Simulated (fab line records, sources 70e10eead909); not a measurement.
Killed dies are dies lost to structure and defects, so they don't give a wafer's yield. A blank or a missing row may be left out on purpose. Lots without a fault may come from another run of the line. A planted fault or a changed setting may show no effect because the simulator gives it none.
fab line records | flow nand_harc
record lots=5 wafers=15 last_day=29
route steps=1302 shown A_M0@1148 A_M1@1169 END@1301
lots that met no fault: from a run of the same line without faults
start_h: hours from the record's first day to the start of the lot's first wafer shown | wait_h: hours since the lot's step before | " the same as in the row above | L1.1+2: a row that stands for several wafers | - no value, or no start given | * or withheld: withheld | < > ~ a bound
route shown NAME@n: a module of which the file shows steps, and the number in the route of the first | usual: mean/standard deviation of fault-free wafers | same: alike in all rows | chamber/n: place in a boat | sites: the reading at each site | _std_site: their standard deviation | _edge_site: outer sites' mean less inner sites' | radius_mm: how far each site lies from the wafer's centre | mask NAME#n: copy n | behind: the tool/chamber that last shaped the wafer | hold: why the lot was held/for how many hours/how that ended | device: the transistor (n, p or np) that didn't switch | end of line: the same wafers' tests at the end of the route | a step without rows: its recipe alone | killed: dies lost to structure and defects at the first sort, not the wafer's yield | map: a wafer's dies, x killed, . not, _ none there
set.NAME: the setting as run; set.NAME@STEP: as run at that earlier step | model.NAME: the simulator's own value behind a step, which no gauge read
lots at some steps of the route; a table a step, a row a wafer
services: from which hour (start_h, from the record's first day; less than 0 if before it) a tool's chamber was out of use, for how many hours, and why
## steps
# step NHARC_A_M0_OVL_MEAS_10
# recipe pitch_nm=160
# usual overlay_x_nm=0.0/0.95 overlay_y_nm=0.0/0.86
# columns lot.wafer tool chamber start_h wait_h overlay_x_nm overlay_y_nm
L476.1 overlay-02 - 519.86 - -0.8 -1.3
L476.4 " - " " -0.7 -1.1
L476.5 " - " " -0.6 -1.0
L480.1 overlay-02 - 565.36 - 0.6 0.5
L480.2 " - " " 0.0 0.2
L480.6 " - " " 0.3 0.4
L485.1 overlay-02 - 631.65 - 0.0 0.7
L485.2 " - " " 0.6 0.6
L485.4 " - " " 0.9 0.2
L487.1 overlay-02 - 653.91 - -0.8 -0.9
L487.3 " - " " -0.8 -1.4
L487.4 " - " " -1.1 -1.4
L489.1 overlay-02 - 655.01 - -1.3 -0.7
L489.5 " - " " -1.8 -0.6
L489.6 " - " " -0.8 -0.5
# step NHARC_A_M0_INSPECT_11
# usual raw_defect_count=85/41
# columns lot.wafer tool chamber start_h wait_h raw_defect_count
L476.1 defect_inspect-01 - 519.89 0.0 139
L476.4 " - " " 109
L476.5 " - " " 113
L480.1 defect_inspect-02 - 565.40 0.0 93
L480.2 " - " " 105
L480.6 " - " " 105
L485.1 defect_inspect-02 - 631.69 0.0 57
L485.2 " - " " 64
L485.4 " - " " 60
L487.1 defect_inspect-01 - 653.95 0.0 25
L487.3 " - " " 15
L487.4 " - " " 18
L489.1 defect_inspect-01 - 655.04 0.0 95
L489.5 " - " " 114
L489.6 " - " " 94
# step NHARC_A_M0_DESCUM_14
# recipe time_s=3 o2_flow_sccm=200 ar_flow_sccm=0 bias_power_w=0 chemistry=O2
# usual drypump_motor_current_A=5.6/0.34 oes_product_au=1.001/0.0076 rf_vpp_V=57.8/0.85 showerhead_plenum_p_Torr=1.90/0.082 throttle_valve_pct=11.311/0.0087
# columns lot.wafer tool chamber start_h wait_h drypump_motor_current_A oes_product_au rf_hours_counter_h rf_vpp_V showerhead_plenum_p_Torr throttle_valve_pct
L476.1 rie_diel-08 0 519.95 0.1 5.8 1.002 7.6 58.2 2.03 11.295
L476.4 " 2 " " 5.5 1.002 6.1 58.6 1.82 11.306
L476.5 " 0 " " 5.8 1.000 - 56.8 2.03 11.312
L480.1 rie_diel-08 1 565.47 0.1 5.5 1.002 0.2 58.7 1.84 11.326
L480.2 " 2 " " 5.4 1.008 1.3 58.2 1.82 11.308
L480.6 " 0 " " 5.9 0.995 - 58.0 2.03 11.311
L485.1 rie_diel-11 0 631.75 0.1 5.3 0.997 0.1 57.4 1.86 11.314
L485.2 " 1 " " 5.9 1.007 0.1 59.2 2.06 11.318
L485.4 " 2 " " 5.7 0.987 0.0 56.5 1.82 11.310
L487.1 rie_diel-04 3 654.01 0.1 5.1 0.993 5.4 58.4 1.99 11.286
L487.4 " 0 " " 5.9 1.007 5.2 56.5 1.82 11.311
L487.3 " 2 " " 5.6 1.007 5.7 57.4 1.97 11.317
L489.1 rie_diel-08 3 655.12 0.1 6.1 0.988 6.1 58.3 1.92 11.308
L489.6 " 1 " " 5.5 0.989 - 58.0 1.84 11.308
L489.5 " 2 " " 5.4 0.994 - 58.7 1.82 11.310
# step NHARC_A_M0_ETCH_34
# recipe target_depth_a=400 overetch_a=120 time_s=43.94 ion_energy_ev=200 n2_flow_sccm=150 h2_flow_sccm=150 ar_flow_sccm=0 rf_w=400 bias_w=150 chemistry=N2/H2
# step NHARC_A_M0_ETCH_15
# recipe target_depth_a=1500 overetch_a=150 time_s=82.5 c4f8_flow_sccm=withheld ar_flow_sccm=400 rf_w=600 bias_w=300 chemistry=C4F8/Ar
# step NHARC_A_M0_CD_MEAS_16
# usual cd_nm=80.0/0.64
# columns lot.wafer tool chamber start_h wait_h cd_nm
L476.1 cd_sem-01 - 520.25 - 79.8
L476.4 " - " " 80.4
L476.5 " - " " 79.6
L480.1 cd_sem-03 - 565.76 - 79.5
L480.2 " - " " 80.4
L480.6 " - " " 81.0
L485.1 cd_sem-01 - 632.05 - 79.1
L485.2 " - " " 79.9
L485.4 " - " " 78.9
L487.1 cd_sem-03 - 654.31 - 81.3
L487.3 " - " " 80.5
L487.4 " - " " 80.2
L489.1 cd_sem-01 - 655.40 - 79.4
L489.5 " - " " 80.8
L489.6 " - " " 79.4
# step NHARC_A_M0_STRIP_18
# recipe power_w=1000 n2_flow_sccm=150 h2_flow_sccm=150 ar_flow_sccm=0 bias_w=0 chemistry=N2/H2
# step NHARC_A_M0_STRIP_19
# recipe time_s=600 temp_c=30 chemistry=post_etch_residue_remover
# step NHARC_A_M0_DEGAS_28
# recipe temp_c=250 time_s=60
# step NHARC_A_M0_PRE_CLEAN_29
# recipe time_s=30 temp_c=280 gas=H2/He
# step NHARC_A_M0_PVD_20
# recipe target_thk_a=50 bias_v=168.6 power_w=15000 chamber_pressure_pa=0.12 time_s=8.06 substrate_temp_c=50 material=TaN
# step NHARC_A_M0_PVD_21
# recipe target_thk_a=300 chamber_pressure_pa=5 power_w=5000 substrate_temp_c=30 time_s=20.49 material=Cu
# usual cathode_dc_power_W=5000.0/0.96 throttle_valve_pct=30.5/1
# columns lot.wafer tool chamber start_h wait_h cathode_dc_power_W throttle_valve_pct
L476.1 pvd_sputter-01 - - - 5000.6 33.1
L476.4 " - " " 5001.6 30.6
L476.5 " - " " 4999.3 30.9
L480.2 pvd_sputter-02 - - - 5000.3 29.4
L480.1 " - " " 4999.7 31.6
L480.6 " - " " 5000.4 28.6
L485.1 pvd_sputter-01 - - - 5001.1 29.4
L485.2 " - " " 4999.0 30.6
L485.4 " - " " 4999.4 31.5
L487.1 pvd_sputter-03 - - - 5001.1 30.8
L487.3 " - " " 4999.9 30.3
L487.4 " - " " 5001.6 31.5
L489.1 pvd_sputter-01 - - - 4999.7 29.4
L489.6 " - " " 4999.1 30.3
L489.5 " - " " 5000.1 31.1
# step NHARC_A_M0_ECD_22
# recipe target_thk_a=4000 bath_temp_c=25 material=Cu
# columns lot.wafer tool chamber start_h wait_h
L476.1+4+5 ecd_cu-01 1,0,0 521.29 -
L480.1+2+6 ecd_cu-02 0,1,0 566.74 -
L485.1+2+4 ecd_cu-02 0,1,0 633.04 -
L487.1+4+3 ecd_cu-01 0,1,0 655.36 -
L489.1+5+6 ecd_cu-01 1,1,0 656.40 -
# step NHARC_A_M0_ANNEAL_30
# recipe temp_c=225 time_s=90
# step NHARC_A_M0_CMP_23
# recipe t_overpolish_s=20 target_thk_nm=113.75
# step NHARC_A_M0_THK_MEAS_24
# recipe thk_meas_gauge=xrf
# usual thk_nm=114.0/1.4
# columns lot.wafer tool chamber start_h wait_h thk_nm
L476.1 film_metro-01 - 522.28 - 115.2
L476.4 " - " " 114.4
L476.5 " - " " 115.6
L480.1 film_metro-01 - 567.76 - 115.6
L480.2 " - " " 114.3
L480.6 " - " " 112.1
L485.1 film_metro-01 - 634.08 - 114.8
L485.2 " - " " 113.6
L485.4 " - " " 114.2
L487.1 film_metro-02 - 656.34 - 113.6
L487.3 " - " " 114.0
L487.4 " - " " 112.7
L489.1 film_metro-01 - 657.46 - 113.6
L489.5 " - " " 115.2
L489.6 " - " " 115.8
# step NHARC_A_M0_SRD_25
# step NHARC_A_M0_PRE_CLEAN_31
# recipe time_s=12 temp_c=370 rf_power_w=300 gas=NH3
# step NHARC_A_M0_DEP_32
# recipe target_thk_a=300 temp_c=370 target_thk_nm=30 pressure_torr=3 flow_sccm=200 rf_w=450 material=SiCN
# step NHARC_A_M1_DEP_00
# recipe target_thk_a=1825 target_thk_nm=182.5 temp_c=withheld pressure_torr=5 flow_sccm=200 rf_w=600 material=SiOC
# step NHARC_A_M1_DEHYDRATE_01
# recipe temp_c=150 time_s=120
# step NHARC_A_M1_HMDS_02
# recipe time_s=30
# step NHARC_A_M1_COAT_34
# recipe temp_c=200 time_s=65
# step NHARC_A_M1_COAT_03
# recipe spin_rpm=1500 resist_thk_nm=90
# step NHARC_A_M1_SOFTBAKE_04
# recipe temp_c=105 time_s=55
# step NHARC_A_M1_EBR_05
# step NHARC_A_M1_EXPOSE_06
# recipe na=1.35 target_cd_nm=120 dose_mj=75.13 mask_id=A_M1
# step NHARC_A_M1_PEB_07
# recipe peb_temp_c=100 peb_time_s=65
# step NHARC_A_M1_DEVELOP_08
# recipe develop_time_s=35 dev_temp_c=23
# step NHARC_A_M1_CD_MEAS_09
# recipe target_cd_nm=120 landing_energy_ev=500
# usual cd_nm=119.9/0.54
# columns lot.wafer tool chamber start_h wait_h cd_nm
L476.1 cd_sem-01 0 523.84 - 120.6
L476.4 " 0 " " 120.7
L476.5 " 0 " " 120.5
L480.1 cd_sem-01 0 569.31 - 119.7
L480.2 " 0 " " 119.2
L480.6 " 0 " " 118.7
L485.1 cd_sem-02 0 635.63 - 119.6
L485.2 " 0 " " 119.2
L485.4 " 0 " " 119.6
L487.1 cd_sem-03 0 657.81 - 120.2
L487.3 " 0 " " 120.1
L487.4 " 0 " " 120.1
L489.1 cd_sem-01 0 658.87 - 119.0
L489.5 " 0 " " 119.7
L489.6 " 0 " " 118.8
# step NHARC_A_M1_OVL_MEAS_10
# recipe pitch_nm=240
# usual overlay_x_nm=0.0/0.89 overlay_y_nm=0.0/0.81
# columns lot.wafer tool chamber start_h wait_h overlay_x_nm overlay_y_nm
L476.1 overlay-01 - 523.93 - 0.6 0.3
L476.4 " - " " 0.9 0.1
L476.5 " - " " 1.3 0.3
L480.1 overlay-01 - 569.40 - 1.2 -1.1
L480.2 " - " " 1.1 -0.8
L480.6 " - " " 1.4 -0.8
L485.1 overlay-02 - 635.71 - -1.4 0.0
L485.2 " - " " -1.3 0.6
L485.4 " - " " -0.9 0.2
L487.1 overlay-01 - 657.90 - 0.3 0.1
L487.3 " - " " 0.2 0.1
L487.4 " - " " 0.3 0.1
L489.1 overlay-01 - 658.96 - -0.2 0.6
L489.5 " - " " 0.1 0.1
L489.6 " - " " -0.5 -0.2
# step NHARC_A_M1_DESCUM_14
# recipe time_s=3 o2_flow_sccm=200 ar_flow_sccm=0 bias_power_w=0 chemistry=O2
# step NHARC_A_M1_ETCH_35
# recipe target_depth_a=400 overetch_a=120 time_s=43.94 ion_energy_ev=200 n2_flow_sccm=150 h2_flow_sccm=150 ar_flow_sccm=0 rf_w=400 bias_w=150 chemistry=N2/H2
# step NHARC_A_M1_ETCH_15
# recipe target_depth_a=1825 time_s=91.2 c4f8_flow_sccm=withheld ar_flow_sccm=400 rf_w=600 bias_w=300 chemistry=C4F8/Ar
# usual oes_product_au=0.952/0.022 rf_vpp_V=441.6/2.7
# columns lot.wafer tool chamber start_h wait_h oes_product_au rf_hours_counter_h rf_vpp_V
L476.1 rie_diel-10 2 - - 0.971 5.4 437.2
L476.4 " 3 " " 0.961 5.9 437.3
L476.5 " 2 " " 0.966 - 437.7
L480.2 rie_diel-09 3 - - 0.953 1.2 441.2
L480.1 " 0 " " 0.970 1.8 440.4
L480.6 " 2 " " 0.963 - 446.0
L485.2 rie_diel-09 2 - - 0.928 3.1 444.2
L485.4 " 3 " " 0.920 2.5 441.3
L485.1 " 1 " " 0.929 3.1 445.7
L487.3 rie_diel-10 3 - - 0.953 3.2 437.0
L487.4 " 0 " " 0.927 3.8 444.7
L487.1 " 1 " " 0.953 3.2 440.5
L489.1 rie_diel-10 2 - - 0.940 2.6 437.9
L489.5 " 1 " " 0.956 - 440.3
L489.6 " 2 " " 0.955 - 438.0
# step NHARC_A_M1_CD_MEAS_16
# usual cd_nm=119.9/0.6
# columns lot.wafer tool chamber start_h wait_h cd_nm
L476.1 cd_sem-03 - 524.33 - 120.4
L476.4 " - " " 120.6
L476.5 " - " " 120.6
L480.1 cd_sem-01 - 569.80 - 119.6
L480.2 " - " " 119.4
L480.6 " - " " 119.4
L485.1 cd_sem-02 - 636.11 - 119.8
L485.2 " - " " 119.7
L485.4 " - " " 120.0
L487.1 cd_sem-01 - 658.30 - 119.8
L487.3 " - " " 119.6
L487.4 " - " " 120.0
L489.1 cd_sem-03 - 659.37 - 120.0
L489.5 " - " " 119.8
L489.6 " - " " 119.3
# step NHARC_A_M1_STRIP_18
# recipe power_w=1000 n2_flow_sccm=150 h2_flow_sccm=150 ar_flow_sccm=0 bias_w=0 chemistry=N2/H2
# step NHARC_A_M1_ETCH_28
# recipe target_depth_a=300 over_etch_frac=0.3 time_s=72.99 ion_energy_ev=150 cf4_flow_sccm=50 n2_flow_sccm=100 ar_flow_sccm=150 rf_w=300 bias_w=100 chemistry=CF4/N2
# usual drypump_motor_current_A=5.9/0.54 oes_product_au=0.999/0.0076 rf_vpp_V=314.8/1.8 showerhead_plenum_p_Torr=2.66/0.095 throttle_valve_pct=19.795/0.0084
# columns lot.wafer tool chamber start_h wait_h drypump_motor_current_A oes_product_au rf_hours_counter_h rf_vpp_V showerhead_plenum_p_Torr throttle_valve_pct
L476.4 rie_diel-09 2 - - 6.3 0.996 1 317.0 2.82 19.796
L476.1 " 1 " " 6.4 0.996 1 317.0 2.78 19.787
L476.5 " 2 " " 6.3 1.007 - 316.5 2.82 19.790
L480.2 rie_diel-06 1 - - 6.0 0.986 6 314.3 2.66 19.789
L480.1 " 3 " " 6.0 0.993 6 316.3 2.72 19.800
L480.6 " 0 " " 4.7 0.979 - 313.5 2.56 19.791
L485.2 rie_diel-10 0 - - 6.2 0.980 3 316.3 2.74 19.808
L485.1 " 1 " " 6.0 0.998 2 314.2 2.58 19.784
L485.4 " 3 " " 4.7 0.997 2 311.5 2.49 19.792
L487.3 rie_diel-06 1 - - 6.1 0.993 12 317.1 2.66 19.804
L487.4 " 2 " " 5.8 0.992 12 316.0 2.68 19.792
L487.1 " 0 " " 4.7 0.990 9 312.2 2.56 19.796
L489.1 rie_diel-09 2 - - 6.3 0.998 4 317.8 2.82 19.801
L489.5 " 3 " " 6.0 0.994 - 315.3 2.60 19.796
L489.6 " 0 " " 6.5 0.979 - 314.4 2.63 19.780
# step NHARC_A_M1_STRIP_19
# recipe time_s=600 temp_c=30 chemistry=post_etch_residue_remover
# step NHARC_A_M1_DEGAS_29
# recipe temp_c=250 time_s=60
# usual heater_power_w=325/32
# columns lot.wafer tool chamber start_h wait_h heater_power_w
L476.1 pvd_sputter-03 - 525.05 - 340
L476.4 " - " " 344
L476.5 " - " " 338
L480.1 pvd_sputter-02 - 570.52 - 266
L480.2 " - " " 372
L480.6 " - " " 270
L485.2 pvd_sputter-02 - 636.83 - 305
L485.1 " - " " 335
L485.4 " - " " 268
L487.1 pvd_sputter-02 - 659.01 - 305
L487.4 " - " " 342
L487.3 " - " " 265
L489.1 pvd_sputter-03 - 660.10 - 325
L489.5 " - " " 328
L489.6 " - " " 326
# step NHARC_END_WLT_00
# usual VT_DECK1_BOTTOM=0.870/0.0064 VT_DECK1_BOTTOM_INNER=0.871/0.0066 VT_DECK1_MEDIAN_NEAR_BOTTOM=0.872/0.006 VT_DECK1_MEDIAN_NEAR_BOTTOM_INNER=0.872/0.0063 VT_DECK1_MIDDLE=0.885/0.0065 VT_DECK1_MIDDLE_INNER=0.884/0.0061 VT_DECK1_TOP=0.896/0.0058 VT_DECK1_TOP_INNER=0.896/0.0065 VT_DECK2_BOTTOM=0.874/0.0068 VT_DECK2_BOTTOM_INNER=0.875/0.0072 VT_DECK2_MEDIAN_NEAR_BOTTOM=0.876/0.0074 VT_DECK2_MEDIAN_NEAR_BOTTOM_INNER=0.876/0.0065 VT_DECK2_MIDDLE=0.888/0.0072 VT_DECK2_MIDDLE_INNER=0.888/0.0067 VT_DECK2_TOP=0.900/0.0066 VT_DECK2_TOP_INNER=0.900/0.0064
# columns lot.wafer tool chamber start_h wait_h VT_DECK1_BOTTOM VT_DECK1_BOTTOM_INNER VT_DECK1_MEDIAN_NEAR_BOTTOM VT_DECK1_MEDIAN_NEAR_BOTTOM_INNER VT_DECK1_MIDDLE VT_DECK1_MIDDLE_INNER VT_DECK1_TOP VT_DECK1_TOP_INNER VT_DECK2_BOTTOM VT_DECK2_BOTTOM_INNER VT_DECK2_MEDIAN_NEAR_BOTTOM VT_DECK2_MEDIAN_NEAR_BOTTOM_INNER VT_DECK2_MIDDLE VT_DECK2_MIDDLE_INNER VT_DECK2_TOP VT_DECK2_TOP_INNER
L476.1 prober-01 - 557.43 0.0 0.871 0.880 0.879 0.876 0.883 0.888 0.900 0.903 0.859 0.872 0.872 0.872 0.891 0.885 0.897 0.901
L476.4 " - 558.92 1.5 0.879 0.879 0.885 0.881 0.895 0.883 0.908 0.905 0.876 0.876 0.874 0.872 0.893 0.880 0.893 0.892
L476.5 " - " " 0.880 0.874 0.884 0.880 0.891 0.887 0.904 0.897 0.867 0.874 0.871 0.872 0.884 0.886 0.893 0.893
L480.1 prober-02 - 597.81 0.0 0.867 0.869 0.868 0.868 0.888 0.876 0.886 0.885 0.858 0.865 0.862 0.860 0.871 0.857 0.877 0.886
L480.2 " - " " 0.870 0.881 0.869 0.869 0.886 0.877 0.894 0.890 0.869 0.874 0.855 0.869 0.878 0.882 0.884 0.888
L480.6 " - 600.28 2.5 0.862 0.865 0.865 0.866 0.874 0.879 0.890 0.898 0.863 0.866 0.856 0.864 0.873 0.880 0.888 0.880
L485.1 prober-02 - 668.69 0.1 0.860 0.865 0.863 0.862 0.880 0.872 0.887 0.882 0.862 0.865 0.866 0.874 0.890 0.882 0.893 0.895
L485.2 " - " " 0.868 0.871 0.870 0.860 0.882 0.882 0.897 0.890 0.879 0.872 0.872 0.871 0.888 0.881 0.896 0.900
L485.4 " - 670.20 1.6 0.871 0.862 0.863 0.860 0.874 0.875 0.880 0.888 0.872 0.880 0.874 0.878 0.876 0.884 0.895 0.899
L487.1 prober-02 - 687.40 0.0 0.877 0.876 0.871 0.885 0.893 0.891 0.912 0.910 0.880 0.885 0.882 0.890 0.903 0.896 0.908 0.899
L487.3 " - 688.40 1.0 0.880 0.877 0.873 0.871 0.902 0.883 0.897 0.902 0.878 0.873 0.885 0.883 0.903 0.882 0.900 0.908
L487.4 " - " " 0.882 0.882 0.886 0.879 0.884 0.897 0.911 0.902 0.873 0.884 0.886 0.885 0.885 0.888 0.902 0.900
L489.1 prober-01 - 695.28 3.6 0.906 0.901 0.903 0.900 0.913 0.917 0.921 0.918 0.877 0.870 0.877 0.876 0.893 0.890 0.898 0.905
L489.5 " - 697.29 5.6 0.901 0.911 0.904 0.910 0.911 0.920 0.925 0.924 0.874 0.879 0.883 0.880 0.887 0.886 0.903 0.900
L489.6 " - " " 0.906 0.909 0.905 0.907 0.907 0.915 0.925 0.924 0.880 0.881 0.883 0.880 0.900 0.893 0.899 0.910
## services
# columns tool chamber start_h hours kind
rie_diel-09 - 497.10 9.0 pm
rie_diel-06 - 500.69 0.4 repair
rie_diel-11 - 508.07 0.5 repair
ecd_cu-01 - 512.01 8.0 pm
rie_diel-09 3 518.08 1.9 repair
rie_diel-04 0 522.14 4.0 repair
pvd_sputter-02 - 523.61 13.0 repair
pvd_sputter-03 - 526.04 10.0 pm
rie_diel-04 - 532.06 9.0 pm
rie_diel-11 0 533.08 5.3 repair
rie_diel-08 - 545.47 9.0 pm
rie_diel-11 0 549.59 11.6 repair
pvd_sputter-01 - 564.76 1.7 repair
ecd_cu-01 - 579.14 0.5 repair
pvd_sputter-01 - 582.00 10.0 pm
pvd_sputter-03 - 588.01 0.6 repair
rie_diel-10 - 588.33 0.5 repair
ecd_cu-02 - 596.00 8.0 pm
rie_diel-10 - 596.50 9.0 pm
pvd_sputter-03 - 612.78 5.1 repair
rie_diel-06 0 618.48 38.4 repair
pvd_sputter-02 - 638.00 10.0 pm
pvd_sputter-01 - 638.63 5.7 repair
rie_diel-09 1 640.92 15.7 repair
## key
first_sign step=NHARC_END_WLT_00 reading=VT_DECK1_BOTTOM_INNER direction=up sigmas=5.5 usual=0.871 struck=0.907
effect step=NHARC_END_WLT_00 reading=VT_DECK1_MIDDLE_INNER direction=up sigmas=5.5 usual=0.884 struck=0.917
met_at NHARC_A_M0_ECD_22
struck_wafers L489.1,L489.5,L489.6
sort_left_out L489.1,L489.5,L489.6
tester_left_out L489
onset_between 655.36 656.40
also_fits time
earlier_fault kind=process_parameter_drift tool=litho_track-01 chamber=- onset_h=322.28 steps=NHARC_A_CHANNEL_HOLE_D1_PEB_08 channel=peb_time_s offset=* shape=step acts_in=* stated=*
fault kind=chamber_particle_source tool=ecd_cu-01 chamber=- onset_h=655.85 steps=NHARC_A_M0_ECD_22 rate_per_visit_cm2=0.51237
# tester_left_out: of these lots the tester's yield and bins aren't shown, on N5 and GAA mostly nor the transistor test; their killed dies are dies lost to structure and defects alone, not to doping, threshold or leakage, so they don't give the yield
# sort_left_out: the simulated sort isn't trusted on such a fault, so these wafers' sort isn't shown, and their yield isn't known
